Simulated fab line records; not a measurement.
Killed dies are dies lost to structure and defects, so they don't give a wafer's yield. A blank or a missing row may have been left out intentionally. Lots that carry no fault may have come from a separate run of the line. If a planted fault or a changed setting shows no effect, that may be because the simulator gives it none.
Matching of chambers    flow n5-finfet    ald-sin-03 running N5_BEOL_M2_ALD_98: 4 sister chambers
The step deposits SiO2, target thk 2.5 nm, pulse time 1 s, co reactant pulse time 1 s. 8 wafers are shown with their chamber, then 7 later ones without.

EACH WAFER AND ITS CHAMBER
wafer   chamber  heater-power-w (W)  precursor-pulse-height-rel
L083.5  3        68                  1.022
L081.1  1        80                  1.038
L081.2  3        66                  0.955
L090.1  2        70                  1.023
L090.4  0        82                  1.037
L090.5  0        82                  0.973
L088.1  2        69                  0.984
L088.2  1        76                  1.016

WAFERS MISSING THEIR CHAMBER
wafer   heater-power-w (W)  precursor-pulse-height-rel
L088.3  81                  1.029
L096.1  79                  0.966
L096.3  67                  1.007
L096.5  66                  0.981
L097.2  79                  0.998
L097.4  70                  0.990
L097.6  69                  0.973

THE CHAMBER EACH PASSED THROUGH
wafer   from the rows above      in truth
L088.3  can't be placed: 0 or 1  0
L096.1  can't be placed: 1 or 0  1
L096.3  can't be placed: 3 or 2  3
L096.5  can't be placed: 3 or 2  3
L097.2  can't be placed: 1 or 0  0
L097.4  can't be placed: 2 or 3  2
L097.6  can't be placed: 2 or 3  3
Placed correctly: 0 of 7. Cannot be placed on the basis of these rows: 7; the candidates contain the true chamber in 7. Placed wrongly: 0.
How it was worked out, from the rows above alone: a wafer's distance from a chamber is the root of the sum, over the readings, of the square of ((its reading less the chamber's mean) divided by the reading's scatter). The wafer belongs to the nearest chamber; if the next one is less than 2 further off, it can't be placed. Each chamber's mean is taken over the wafers shown for it. The scatter: the root of (the sum of the squares of (reading less its chamber's mean) over the shown wafers, divided by (wafers less chambers)).
